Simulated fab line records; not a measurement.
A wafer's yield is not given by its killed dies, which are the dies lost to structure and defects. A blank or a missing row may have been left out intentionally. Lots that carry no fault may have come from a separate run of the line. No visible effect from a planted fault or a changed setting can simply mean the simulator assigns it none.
Split-lot trial ; flow n5-finfet ; on a route of 1938 steps: 7 lots, 21 wafers read

ON THE SPLIT
At N5_BEOL_M15_CMP_49 (polishes, stops on SiO2, t overpolish 4.9 s, target thk 850 nm), the setting down-force-psi was moved away from the recipe's 2 psi on 5 of the 21 wafers read, by -20.9% to -7.7%. The other wafers ran this setting at the recipe's value.

The reading is taken at the split's own step.

THE READING
barrier-field-endpoint-s, in s, at N5_BEOL_M15_CMP_49 (polishes, stops on SiO2, t overpolish 4.9 s, target thk 850 nm). Typical for fault-free wafers on this fab line: 11.43 s, with standard deviation 0.27 s.

wafer;tool, chamber at the split;down-force-psi as run, psi;against the recipe;barrier-field-endpoint-s, s;against lot-mates on the recipe
L081.1;cmp-02, 2;2;recipe;11.56;-
L081.2;cmp-02, 3;1.847;-7.7%;12.33;+0.77
L081.3;cmp-02, 0;1.847;-7.7%;12.11;+0.55
L083.2;cmp-02, 3;2;recipe;11.48;-
L083.3;cmp-02, 1;2;recipe;11.19;-
L083.6;cmp-02, 3;2;recipe;11.40;-
L082.2;cmp-04, 2;2;recipe;11.19;-
L082.4;cmp-04, 3;2;recipe;11.32;-
L082.6;cmp-04, 1;2;recipe;11.46;-
L085.1;cmp-04, 0;2;recipe;11.42;-
L085.2;cmp-04, 2;2;recipe;11.39;-
L085.5;cmp-04, 3;2;recipe;11.27;-
L087.4;cmp-03, 0;2;recipe;11.70;-
L087.3;cmp-03, 1;2;recipe;11.19;-
L087.5;cmp-03, 2;2;recipe;11.23;-
L091.2;cmp-02, 2;1.664;-16.8%;13.90;+2.31
L091.1;cmp-02, 1;2;recipe;11.59;-
L091.6;cmp-02, 2;1.664;-16.8%;14.36;+2.77
L093.3;cmp-02, 0;2;recipe;11.11;-
L093.4;cmp-02, 1;2;recipe;11.08;-
L093.5;cmp-02, 2;1.582;-20.9%;14.78;+3.69

THE FIT
A straight line over all 21 wafers: barrier-field-endpoint-s changes by -0.161 s for each +1% of down-force-psi; r = -0.98; the points scatter about the line by 0.22 s.
The same after taking each lot's own level away (the mean of its wafers on the recipe; 21 wafers): -0.157 s for each +1%; r = -0.98; scatter 0.24 s.
According to that fit, moving down-force-psi by its largest amount changes the reading by 3.3 s.
From 11.095 to 11.590 s: that is the span of the lots' own levels, equal to 1.8 times the standard deviation above.
Hence the lot-to-lot level has little effect on the slope; both slopes agree.
Check: with one of the wafers moved furthest among these (-20.9%) left out of the fit, the line predicts +2.94 s for it against its lot-mates. It came out at +3.69 s against them.
Tool readings at the split's step, against how far the setting was moved: barrier-field-endpoint-s r = -0.98.

ADDITIONAL SPLITS CARRIED BY THESE WAFERS
Other splits were also applied to these wafers ahead of the reading. Each is held against what the fit with the lots' levels taken away leaves over:
other split on the same wafers;wafers away from the commonest value;r with barrier-field-endpoint-s (lot level and that fit taken away)
N5_BEOL_M13_EXPOSE_25 dose-mj;7;+0.05
N5_BEOL_M14_PEB_26 peb-temp-c;6;+0.15
N5_BEOL_M14_DESCUM_33 time-s;8;+0.19
N5_BEOL_M15_PEB_26 peb-temp-c;9;-0.05
N5_BEOL_M15_ETCH_61 time-s;7;+0.25

THE FILE'S OWN FIT
barrier-field-endpoint-s changes by -0.16 s for each +1% of down-force-psi, r = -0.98.
